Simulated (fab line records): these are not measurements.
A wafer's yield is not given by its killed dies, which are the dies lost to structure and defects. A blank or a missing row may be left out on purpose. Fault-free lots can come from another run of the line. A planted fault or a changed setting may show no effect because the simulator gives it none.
fab line records -- flow n5-finfet -- part 1 of 2: steps 1 to 4 of 6
record lots=22, wafers=66, last-day=18
route steps=1938 shown BEOL_M6@1251 BEOL_M7@1263
lots with no fault: from the same line, run without faults
start-h: start of the lot's first displayed wafer, in hours after the record's first day -- wait-h: hours elapsed since this lot's preceding step -- " unchanged from the row above -- L1.1+2: a row that stands for several wafers -- - either no value or no given start -- * or withheld: withheld -- < > ~ a bound
route shown NAME@n: names a module that has steps shown in the file, with the first one's number in the route -- usual: average and standard deviation across the fault-free wafers -- same: alike in all rows -- chamber/n: place in a boat -- sites: readings site by site -- _std_site: their standard deviation -- _edge_site: mean of outer sites minus mean of inner sites -- radius-mm: how far each site lies from the wafer's centre -- mask NAME#n: copy n -- behind: the tool/chamber that last shaped the wafer -- hold: reason for holding the lot/hours on hold/outcome of the hold -- device: names the non-switching transistor (n, p or np) -- end of line: tests run on the same wafers once the route is complete -- step lacking rows: just its recipe -- killed: the dies lost at the first sort to structure and to defects; this is not the yield of the wafer -- map: a wafer's dies, x killed, . not, _ none there
set.NAME: the setting that was run; set.NAME@STEP: the one run at that earlier step -- model.NAME: the simulator's own value behind a step, which no gauge read
route steps across a sampled set of lots; one table per step, one row per wafer
services: the hour from which a tool's chamber was out of use, counted from the record's first day as start-h (under 0 if before that day), plus the number of hours and why
## steps
# step N5_BEOL_M6_ALD_77
# recipe material=TaN, target-thk-a=20, temp-c=275, ald-precursor-family=PDMAT, ald-co-reactant=NH3, pressure-torr=3, carrier-flow-sccm=1500, pulse-time-s=2, purge-time-s=3, co-reactant-purge-time-s=2, co-reactant-pulse-time-s=3, ald-cycles=40, precursor-vessel-temp-c=75, precursor-vessel-pressure-torr=26.25, precursor-vessel-carrier-sccm=1000
# usual heater-power-w=412/31, susceptor-temp-C=275.02/0.18
# same purge-time-s=3
lot.wafer,tool,chamber,start-h,wait-h,heater-power-w,susceptor-temp-C
L074.3,ald-metal-04,1,187.68,0.3,399,275.40
L074.4,ald-metal-04,1,187.68,0.3,409,274.96
L074.5,ald-metal-04,3,187.68,0.3,463,275.36
L075.1,ald-metal-02,1,205.74,0.1,413,274.89
L075.2,ald-metal-02,0,205.74,0.1,438,275.05
L075.5,ald-metal-02,3,205.74,0.1,377,274.73
L076.2,ald-metal-02,1,213.50,0.0,428,275.19
L076.3,ald-metal-02,3,213.50,0.0,378,274.99
L076.4,ald-metal-02,0,213.50,0.0,461,275.31
L077.1,ald-metal-02,3,220.64,0.0,377,275.14
L077.3,ald-metal-02,2,220.64,0.0,429,274.78
L077.4,ald-metal-02,0,220.64,0.0,461,274.76
L078.1,ald-metal-03,1,225.83,0.0,394,275.06
L078.2,ald-metal-03,3,225.83,0.0,370,275.23
L078.5,ald-metal-03,2,225.83,0.0,438,274.97
L079.2,ald-metal-04,3,233.92,0.1,460,275.03
L079.4,ald-metal-04,2,233.92,0.1,391,275.40
L079.6,ald-metal-04,2,233.92,0.1,384,275.27
L080.1,ald-metal-03,2,243.13,0.1,439,275.42
L080.2,ald-metal-03,1,243.13,0.1,394,274.92
L080.4,ald-metal-03,0,243.13,0.1,455,274.95
L083.1,ald-metal-04,1,250.82,0.0,401,275.10
L083.3,ald-metal-04,3,250.82,0.0,449,275.55
L083.4,ald-metal-04,2,250.82,0.0,396,275.11
L082.1,ald-metal-03,1,254.01,0.0,387,275.00
L082.3,ald-metal-03,3,254.01,0.0,378,274.87
L082.5,ald-metal-03,3,254.01,0.0,372,275.11
L084.1,ald-metal-04,3,254.37,0.0,461,275.22
L084.3,ald-metal-04,0,254.37,0.0,356,275.04
L084.6,ald-metal-04,3,254.37,0.0,458,275.13
L085.3,ald-metal-03,1,265.52,0.1,395,275.15
L085.4,ald-metal-03,3,265.52,0.1,372,274.96
L085.5,ald-metal-03,3,265.52,0.1,377,274.94
L086.4,ald-metal-02,1,268.47,0.0,423,274.79
L086.5,ald-metal-02,2,268.47,0.0,421,275.08
L086.6,ald-metal-02,1,268.47,0.0,433,274.75
L088.2,ald-metal-04,1,287.22,0.0,409,275.01
L088.4,ald-metal-04,0,287.22,0.0,363,275.19
L088.5,ald-metal-04,0,287.22,0.0,360,275.30
L087.1,ald-metal-02,0,296.37,0.0,455,275.01
L087.2,ald-metal-02,2,296.37,0.0,419,274.95
L087.5,ald-metal-02,1,296.37,0.0,418,275.23
L089.1,ald-metal-04,3,296.45,0.0,464,274.79
L089.5,ald-metal-04,0,296.45,0.0,365,274.87
L089.6,ald-metal-04,3,296.45,0.0,454,275.05
L091.2,ald-metal-02,2,301.68,0.0,426,275.28
L091.3,ald-metal-02,3,301.68,0.0,380,274.90
L091.6,ald-metal-02,0,301.68,0.0,466,274.80
L090.1,ald-metal-02,3,303.52,0.1,392,274.93
L090.2,ald-metal-02,2,303.52,0.1,426,274.98
L090.5,ald-metal-02,3,303.52,0.1,388,274.96
L092.1,ald-metal-02,2,326.47,0.0,423,275.15
L092.3,ald-metal-02,3,326.47,0.0,388,274.77
L092.4,ald-metal-02,1,326.47,0.0,413,275.17
L095.2,ald-metal-03,3,330.97,0.1,373,275.28
L095.3,ald-metal-03,1,330.97,0.1,395,274.96
L095.5,ald-metal-03,1,330.97,0.1,397,274.89
L094.1,ald-metal-02,3,331.79,0.0,382,274.98
L094.2,ald-metal-02,1,331.79,0.0,420,275.33
L094.6,ald-metal-02,2,331.79,0.0,423,275.06
L096.1,ald-metal-02,1,333.85,0.0,428,275.18
L096.2,ald-metal-02,0,333.85,0.0,469,275.02
L096.4,ald-metal-02,3,333.85,0.0,383,275.32
L097.1,ald-metal-03,1,358.23,0.0,392,274.89
L097.4,ald-metal-03,0,358.23,0.0,446,274.98
L097.6,ald-metal-03,2,358.23,0.0,432,275.24
# step N5_BEOL_M7_ILD_DEP_00
# recipe material=SiCOH_lowk, target-thk-a=1797.5, temp-c=300, precursor=DEMS/porogen, pressure-torr=5, rf-w=500, time-s=33.4
# usual heater-power-w=316/57, showerhead-plenum-p-Torr=5.732/0.021, susceptor-temp-C=300.04/0.21, throttle-valve-pct=13.4/0.55
lot.wafer,tool,chamber,start-h,wait-h,heater-power-w,showerhead-plenum-p-Torr,susceptor-temp-C,throttle-valve-pct
L074.3,pecvd-04,2,189.50,0.0,304,5.767,299.93,12.5
L074.4,pecvd-04,1,189.50,0.0,381,5.717,299.93,13.8
L074.5,pecvd-04,2,189.50,0.0,304,5.744,299.78,12.5
L075.1,pecvd-01,1,207.93,0.0,320,5.721,300.01,13.9
L075.2,pecvd-01,0,207.93,0.0,344,5.722,300.04,13.8
L075.5,pecvd-01,0,207.93,0.0,368,5.726,299.90,13.9
L076.2,pecvd-01,2,217.06,0.0,366,5.745,300.15,13.6
L076.3,pecvd-01,1,217.06,0.0,273,5.724,299.88,14.2
L076.4,pecvd-01,1,217.06,0.0,268,5.713,299.78,13.6
L077.1,pecvd-04,1,223.33,0.0,413,5.716,299.96,13.3
L077.3,pecvd-04,2,223.33,0.0,301,5.756,300.14,12.5
L077.4,pecvd-04,2,223.33,0.0,306,5.752,300.17,12.7
L078.1,pecvd-03,1,228.09,0.0,386,5.769,299.92,13.6
L078.2,pecvd-03,0,228.09,0.0,263,5.723,300.53,13.6
L078.5,pecvd-03,1,228.09,0.0,299,5.768,300.02,13.6
L079.2,pecvd-03,2,236.16,0.0,220,5.711,300.17,12.4
L079.4,pecvd-03,2,236.16,0.0,221,5.716,300.28,12.4
L079.6,pecvd-03,1,236.16,0.0,376,5.750,299.62,13.3
L080.1,pecvd-04,2,245.91,0.0,325,5.748,299.97,12.8
L080.2,pecvd-04,1,245.91,0.0,414,5.733,299.74,13.4
L080.4,pecvd-04,1,245.91,0.0,422,5.714,300.20,13.4
L083.1,pecvd-03,0,252.32,0.0,280,5.710,299.98,13.6
L083.3,pecvd-03,1,252.32,0.0,363,5.772,299.97,13.4
L083.4,pecvd-03,0,252.32,0.0,280,5.740,300.01,13.5
L082.1,pecvd-04,2,256.70,0.0,353,5.746,299.97,12.6
L082.3,pecvd-04,1,256.70,0.0,412,5.721,300.36,13.5
L082.5,pecvd-04,2,256.70,0.0,357,5.753,300.46,12.8
L084.1,pecvd-03,2,257.27,0.0,267,5.710,300.25,12.2
L084.3,pecvd-03,1,257.27,0.0,364,5.764,300.04,13.6
L084.6,pecvd-03,2,257.27,0.0,266,5.702,299.86,12.4
L085.3,pecvd-01,1,268.39,0.0,304,5.723,300.19,13.8
L085.4,pecvd-01,2,268.39,0.0,323,5.752,300.22,13.5
L085.5,pecvd-01,0,268.39,0.0,345,5.735,300.28,13.6
L086.4,pecvd-03,1,269.96,0.1,318,5.778,300.00,13.2
L086.5,pecvd-03,0,269.96,0.1,260,5.739,299.97,13.5
L086.6,pecvd-03,2,269.96,0.1,236,5.709,300.00,12.6
L088.2,pecvd-04,2,288.81,0.0,334,5.737,299.93,12.8
L088.4,pecvd-04,2,288.81,0.0,343,5.738,300.08,12.6
L088.5,pecvd-04,0,288.81,0.0,256,5.714,299.89,14.3
L087.1,pecvd-04,1,298.19,0.0,411,5.713,300.03,13.6
L087.2,pecvd-04,2,298.19,0.0,350,5.747,299.93,12.8
L087.5,pecvd-04,0,298.19,0.0,251,5.707,299.92,14.4
L089.1,pecvd-03,0,298.24,0.0,266,5.736,300.29,13.4
L089.5,pecvd-03,1,298.24,0.0,375,5.779,299.74,13.2
L089.6,pecvd-03,0,298.24,0.0,265,5.737,300.20,13.6
L091.2,pecvd-04,2,304.32,0.0,322,5.734,300.02,12.9
L091.3,pecvd-04,0,304.32,0.0,238,5.713,299.79,14.4
L091.6,pecvd-04,2,304.32,0.0,329,5.761,300.00,12.8
L090.1,pecvd-01,0,305.03,0.0,335,5.726,300.32,13.5
L090.2,pecvd-01,2,305.03,0.0,367,5.733,300.31,13.6
L090.5,pecvd-01,2,305.03,0.0,365,5.727,300.02,13.5
L092.1,pecvd-01,2,327.96,0.0,359,5.720,300.08,13.4
L092.3,pecvd-01,1,327.96,0.0,325,5.740,300.15,13.7
L092.4,pecvd-01,0,327.96,0.0,294,5.736,299.96,13.8
L095.2,pecvd-01,0,332.58,0.0,338,5.725,299.89,13.7
L095.3,pecvd-01,2,332.58,0.0,324,5.741,300.15,13.6
L095.5,pecvd-01,2,332.58,0.0,340,5.733,299.91,13.8
L094.1,pecvd-01,2,334.80,0.0,341,5.727,300.07,13.3
L094.2,pecvd-01,0,334.80,0.0,316,5.747,299.80,13.8
L094.6,pecvd-01,2,334.80,0.0,344,5.720,299.67,13.5
L096.1,pecvd-04,1,335.95,0.0,412,5.728,299.85,13.8
L096.2,pecvd-04,2,335.95,0.0,330,5.752,300.45,12.8
L096.4,pecvd-04,2,335.95,0.0,340,5.751,300.04,12.8
L097.1,pecvd-03,0,360.03,0.0,300,5.737,299.94,13.7
L097.4,pecvd-03,2,360.03,0.0,233,5.703,299.66,12.6
L097.6,pecvd-03,0,360.03,0.0,287,5.727,299.74,13.5
# step N5_BEOL_M7_DESCUM_16
# recipe chemistry=O2, time-s=7.9, source-power-w=50, bias-power-w=20, pressure-mtorr=20, rf-frequency-hz=2.712e+07, temp-c=40, resist=CAR-ArF, o2-flow-sccm=225
# usual drypump-motor-current-A=5.4/0.33, o2-flow-sccm=225.0/0.62, oes-product-au=0.80/0.084, rf-vpp-V=243.7/1.5, showerhead-plenum-p-Torr=2.12/0.078, throttle-valve-pct=20.31/0.24
lot.wafer,tool,chamber,start-h,wait-h,drypump-motor-current-A,o2-flow-sccm,oes-product-au,rf-hours-counter-h,rf-vpp-V,showerhead-plenum-p-Torr,throttle-valve-pct
L074.3,rie-diel-02,2,190.77,0.0,6.0,224.7,0.74,165,241.3,1.99,20.34
L074.4,rie-diel-02,0,190.77,0.0,5.8,224.9,0.70,221,243.5,2.15,20.52
L074.5,rie-diel-02,3,190.77,0.0,5.9,224.5,0.71,-,243.8,2.16,20.55
L075.1,rie-diel-04,3,212.93,0.0,5.1,224.9,0.95,9,245.6,2.23,19.95
L075.2,rie-diel-04,1,212.93,0.0,5.2,225.5,0.86,67,242.9,2.03,20.52
L075.5,rie-diel-04,1,212.93,0.0,5.2,225.3,0.85,-,240.9,2.03,20.52
L076.2,rie-diel-02,3,218.95,0.3,5.9,225.4,0.70,227,244.4,2.15,20.56
L076.3,rie-diel-02,2,218.95,0.3,6.0,225.1,0.73,175,241.6,1.99,20.33
L076.4,rie-diel-02,0,218.95,0.3,5.8,225.1,0.69,230,244.8,2.15,20.54
L077.1,rie-diel-04,3,226.06,0.3,5.1,225.0,0.92,13,245.6,2.23,19.96
L077.3,rie-diel-04,1,226.06,0.3,5.2,225.5,0.84,72,241.9,2.03,20.52
L077.4,rie-diel-04,2,226.06,0.3,5.5,225.8,0.75,177,243.8,2.17,20.43
L078.1,rie-diel-04,1,230.05,0.0,5.2,225.6,0.84,73,241.6,2.03,20.54
L078.2,rie-diel-04,2,230.05,0.0,5.5,226.2,0.76,178,244.9,2.17,20.43
L078.5,rie-diel-04,2,230.05,0.0,5.5,225.9,0.76,-,243.7,2.17,20.42
L079.2,rie-diel-04,0,240.03,0.7,4.9,224.4,0.70,212,244.6,2.16,20.48
L079.4,rie-diel-04,1,240.03,0.7,5.2,224.2,0.82,76,244.8,2.03,20.52
L079.6,rie-diel-04,3,240.03,0.7,5.2,225.1,0.90,-,246.3,2.23,19.94
L080.1,rie-diel-01,2,248.13,0.2,5.4,225.8,0.83,62,241.3,2.03,19.95
L080.2,rie-diel-01,1,248.13,0.2,5.7,224.2,0.70,232,242.6,2.07,20.87
L080.4,rie-diel-01,3,248.13,0.2,5.3,224.7,0.92,14,244.5,2.06,20.14
L083.1,rie-diel-04,2,253.91,0.0,5.4,225.9,0.74,185,242.9,2.17,20.42
L083.3,rie-diel-04,3,253.91,0.0,5.2,225.8,0.91,22,246.1,2.23,19.97
L083.4,rie-diel-04,0,253.91,0.0,5.0,224.7,0.70,216,244.7,2.16,20.48
L082.1,rie-diel-04,1,260.65,0.1,5.2,224.4,0.84,80,241.0,2.03,20.54
L082.3,rie-diel-04,0,260.65,0.1,4.9,224.2,0.70,217,244.3,2.16,20.48
L082.5,rie-diel-04,3,260.65,0.1,5.2,225.7,0.91,-,244.4,2.23,19.96
L084.1,rie-diel-04,1,261.17,0.0,5.2,225.0,0.84,80,242.1,2.03,20.51
L084.3,rie-diel-04,3,261.17,0.0,5.1,224.2,0.90,23,245.1,2.22,19.97
L084.6,rie-diel-04,1,261.17,0.0,5.2,225.1,0.84,-,241.2,2.03,20.52
L085.3,rie-diel-04,3,271.31,0.0,5.2,226.3,0.90,26,245.5,2.22,19.97
L085.4,rie-diel-04,2,271.31,0.0,5.5,225.3,0.75,189,244.0,2.17,20.44
L085.5,rie-diel-04,3,271.31,0.0,5.2,224.9,0.90,-,245.4,2.22,19.97
L086.4,rie-diel-04,2,271.65,0.0,5.5,225.5,0.74,189,246.4,2.17,20.44
L086.5,rie-diel-04,1,271.65,0.0,5.2,226.3,0.83,-,241.5,2.02,20.54
L086.6,rie-diel-04,0,271.65,0.0,4.9,225.4,0.70,-,245.5,2.16,20.48
L088.2,rie-diel-04,3,293.09,0.0,5.2,225.7,0.89,33,244.8,2.22,20.00
L088.4,rie-diel-04,2,293.09,0.0,5.5,224.8,0.74,197,244.8,2.17,20.46
L088.5,rie-diel-04,0,293.09,0.0,4.9,224.4,0.70,-,242.7,2.16,20.50
L087.1,rie-diel-02,1,300.90,0.0,5.7,225.1,0.90,50,245.2,2.22,20.26
L087.2,rie-diel-02,2,300.90,0.0,6.0,225.6,0.71,198,241.5,1.98,20.38
L087.5,rie-diel-02,2,300.90,0.0,6.0,224.8,0.72,-,240.3,1.98,20.38
L089.1,rie-diel-04,2,301.23,0.2,5.5,223.3,0.73,199,244.8,2.17,20.46
L089.5,rie-diel-04,2,301.23,0.2,5.5,223.8,0.73,-,244.5,2.17,20.45
L089.6,rie-diel-04,3,301.23,0.2,5.2,225.0,0.88,-,245.3,2.22,19.97
L091.2,rie-diel-01,3,308.71,0.0,5.3,225.3,0.89,34,243.9,2.05,20.16
L091.3,rie-diel-01,0,308.71,0.0,5.9,224.4,0.79,104,243.5,2.11,20.12
L091.6,rie-diel-01,1,308.71,0.0,5.8,226.1,0.69,-,243.1,2.06,20.90
L090.1,rie-diel-01,1,309.86,0.4,5.8,225.4,0.69,253,242.8,2.06,20.91
L090.2,rie-diel-01,2,309.86,0.4,5.4,226.4,0.82,78,241.1,2.03,19.97
L090.5,rie-diel-01,1,309.86,0.4,5.8,225.8,0.69,-,241.4,2.06,20.90
L092.1,rie-diel-01,0,330.65,0.0,5.9,224.4,0.78,111,242.9,2.11,20.14
L092.3,rie-diel-01,3,330.65,0.0,5.3,225.0,0.87,42,242.0,2.05,20.17
L092.4,rie-diel-01,3,330.65,0.0,5.3,224.0,0.87,-,241.1,2.05,20.18
L095.2,rie-diel-02,1,334.49,0.1,5.7,225.4,0.86,64,244.2,2.21,20.27
L095.3,rie-diel-02,0,334.49,0.1,5.8,225.7,0.95,8,244.3,2.14,20.18
L095.5,rie-diel-02,0,334.49,0.1,5.8,226.4,0.94,-,243.2,2.14,20.17
L094.1,rie-diel-02,0,336.04,0.1,5.8,225.9,0.95,8,244.8,2.14,20.19
L094.2,rie-diel-02,2,336.04,0.1,6.0,224.8,0.70,212,240.9,1.98,20.39
L094.6,rie-diel-02,0,336.04,0.1,5.8,224.0,0.94,-,243.2,2.14,20.17
L096.1,rie-diel-01,3,338.51,0.0,5.3,225.6,0.86,45,241.5,2.05,20.18
L096.2,rie-diel-01,2,338.51,0.0,5.3,225.0,0.81,89,242.4,2.02,19.97
L096.4,rie-diel-01,3,338.51,0.0,5.3,225.7,0.86,-,240.9,2.05,20.17
L097.1,rie-diel-01,0,363.11,0.0,5.8,223.5,0.77,122,243.2,2.10,20.15
L097.4,rie-diel-01,2,363.11,0.0,5.4,224.7,0.80,96,240.9,2.02,19.98
L097.6,rie-diel-01,0,363.11,0.0,5.9,225.2,0.78,-,243.3,2.11,20.14
# step N5_BEOL_M7_ETCH_62
# recipe chemistry=N2/H2, target=SOC, target-depth-a=1100, overetch-a=220, mask-material=SiARC, temp-c=40, time-s=165, ion-energy-ev=200, pressure-mtorr=30, source-w=840, bias-w=150, n2-flow-sccm=200, h2-flow-sccm=200
# usual drypump-motor-current-A=5.4/0.33, oes-product-au=0.68/0.065, rf-vpp-V=524.9/2.6, showerhead-plenum-p-Torr=2.58/0.096, throttle-valve-pct=17.72/0.25
lot.wafer,tool,chamber,start-h,wait-h,drypump-motor-current-A,oes-product-au,rf-hours-counter-h,rf-vpp-V,showerhead-plenum-p-Torr,throttle-valve-pct
L074.3,rie-diel-02,2,190.86,0.0,6.0,0.63,165,520.6,2.44,17.96
L074.4,rie-diel-02,0,190.86,0.0,5.8,0.60,221,524.8,2.61,18.00
L074.5,rie-diel-02,3,190.86,0.0,5.9,0.61,-,525.3,2.61,17.94
L075.1,rie-diel-04,3,213.02,0.0,5.2,0.79,9,528.7,2.72,17.40
L075.2,rie-diel-04,1,213.02,0.0,5.2,0.72,67,521.9,2.47,17.91
L075.5,rie-diel-04,1,213.02,0.0,5.2,0.72,-,522.5,2.47,17.91
L076.2,rie-diel-02,3,219.04,0.0,5.9,0.61,227,525.6,2.61,17.97
L076.3,rie-diel-02,2,219.04,0.0,6.0,0.62,175,520.6,2.43,17.97
L076.4,rie-diel-02,0,219.04,0.0,5.8,0.60,230,524.9,2.61,18.03
L077.1,rie-diel-04,3,226.15,0.0,5.2,0.78,13,527.2,2.72,17.42
L077.3,rie-diel-04,1,226.15,0.0,5.2,0.72,72,521.0,2.46,17.91
L077.4,rie-diel-04,2,226.15,0.0,5.5,0.64,177,527.7,2.64,17.81
L078.1,rie-diel-04,1,230.14,0.0,5.2,0.71,73,521.8,2.46,17.92
L078.2,rie-diel-04,2,230.14,0.0,5.5,0.63,178,528.0,2.64,17.80
L078.5,rie-diel-04,2,230.14,0.0,5.5,0.64,-,525.7,2.64,17.79
L079.2,rie-diel-04,0,240.12,0.0,5.0,0.61,212,526.3,2.63,17.87
L079.4,rie-diel-04,1,240.12,0.0,5.2,0.70,76,522.8,2.46,17.93
L079.6,rie-diel-04,3,240.12,0.0,5.2,0.77,-,529.6,2.71,17.42
L080.1,rie-diel-01,2,248.22,0.0,5.4,0.70,62,521.7,2.48,17.38
L080.2,rie-diel-01,1,248.22,0.0,5.8,0.60,232,522.5,2.51,18.33
L080.4,rie-diel-01,3,248.22,0.0,5.3,0.79,14,523.9,2.49,17.45
L083.1,rie-diel-04,2,254.00,0.0,5.5,0.64,185,526.0,2.64,17.83
L083.3,rie-diel-04,3,254.00,0.0,5.2,0.76,22,528.2,2.71,17.42
L083.4,rie-diel-04,0,254.00,0.0,5.0,0.61,216,525.8,2.63,17.87
L082.1,rie-diel-04,1,260.74,0.0,5.3,0.70,80,521.6,2.46,17.94
L082.3,rie-diel-04,0,260.74,0.0,4.9,0.62,217,525.4,2.63,17.90
L082.5,rie-diel-04,3,260.74,0.0,5.2,0.76,-,528.6,2.71,17.43
L084.1,rie-diel-04,1,261.26,0.0,5.2,0.70,80,521.5,2.46,17.94
L084.3,rie-diel-04,3,261.26,0.0,5.2,0.76,24,526.6,2.71,17.45
L084.6,rie-diel-04,1,261.26,0.0,5.2,0.71,-,523.3,2.46,17.93
L085.3,rie-diel-04,3,271.40,0.0,5.2,0.75,26,528.7,2.71,17.43
L085.4,rie-diel-04,2,271.40,0.0,5.5,0.63,189,526.4,2.64,17.81
L085.5,rie-diel-04,3,271.40,0.0,5.2,0.76,-,528.1,2.71,17.44
L086.4,rie-diel-04,2,271.74,0.0,5.5,0.63,189,527.0,2.64,17.83
L086.5,rie-diel-04,1,271.74,0.0,5.2,0.71,-,523.0,2.46,17.93
L086.6,rie-diel-04,0,271.74,0.0,5.0,0.61,-,524.7,2.63,17.89
L088.2,rie-diel-04,3,293.18,0.0,5.2,0.75,33,528.5,2.71,17.45
L088.4,rie-diel-04,2,293.18,0.0,5.5,0.62,197,526.6,2.63,17.84
L088.5,rie-diel-04,0,293.18,0.0,5.0,0.61,-,525.6,2.63,17.90
L087.1,rie-diel-02,1,300.99,0.0,5.7,0.74,50,527.7,2.68,17.55
L087.2,rie-diel-02,2,300.99,0.0,6.1,0.61,198,520.2,2.42,18.01
L087.5,rie-diel-02,2,300.99,0.0,6.0,0.62,-,521.4,2.43,18.01
L089.1,rie-diel-04,2,301.32,0.0,5.5,0.62,199,526.6,2.63,17.84
L089.5,rie-diel-04,2,301.32,0.0,5.5,0.63,-,525.5,2.63,17.83
L089.6,rie-diel-04,3,301.32,0.0,5.2,0.74,-,528.0,2.71,17.45
L091.2,rie-diel-01,3,308.80,0.0,5.3,0.75,34,523.5,2.48,17.49
L091.3,rie-diel-01,0,308.80,0.0,5.8,0.67,104,523.6,2.56,17.47
L091.6,rie-diel-01,1,308.80,0.0,5.8,0.59,-,523.1,2.50,18.36
L090.1,rie-diel-01,1,309.95,0.0,5.8,0.59,253,523.1,2.50,18.35
L090.2,rie-diel-01,2,309.95,0.0,5.3,0.69,78,522.1,2.47,17.42
L090.5,rie-diel-01,1,309.95,0.0,5.8,0.59,-,523.3,2.50,18.37
L092.1,rie-diel-01,0,330.74,0.0,5.9,0.67,111,523.4,2.55,17.47
L092.3,rie-diel-01,3,330.74,0.0,5.3,0.74,42,521.4,2.48,17.51
L092.4,rie-diel-01,3,330.74,0.0,5.3,0.74,-,522.0,2.48,17.51
L095.2,rie-diel-02,1,334.58,0.0,5.7,0.73,64,528.4,2.68,17.56
L095.3,rie-diel-02,0,334.58,0.0,5.8,0.79,8,525.0,2.59,17.64
L095.5,rie-diel-02,0,334.58,0.0,5.8,0.80,-,525.5,2.59,17.62
L094.1,rie-diel-02,0,336.13,0.0,5.8,0.79,8,525.5,2.59,17.63
L094.2,rie-diel-02,2,336.13,0.0,6.0,0.60,212,519.6,2.42,18.02
L094.6,rie-diel-02,0,336.13,0.0,5.8,0.78,-,524.5,2.59,17.63
L096.1,rie-diel-01,3,338.61,0.0,5.3,0.73,45,521.4,2.48,17.50
L096.2,rie-diel-01,2,338.61,0.0,5.4,0.68,89,522.3,2.47,17.40
L096.4,rie-diel-01,3,338.61,0.0,5.3,0.74,-,522.4,2.48,17.52
L097.1,rie-diel-01,0,363.20,0.0,5.9,0.65,122,524.6,2.55,17.50
L097.4,rie-diel-01,2,363.20,0.0,5.4,0.67,96,520.6,2.46,17.41
L097.6,rie-diel-01,0,363.20,0.0,5.9,0.65,-,524.3,2.55,17.49
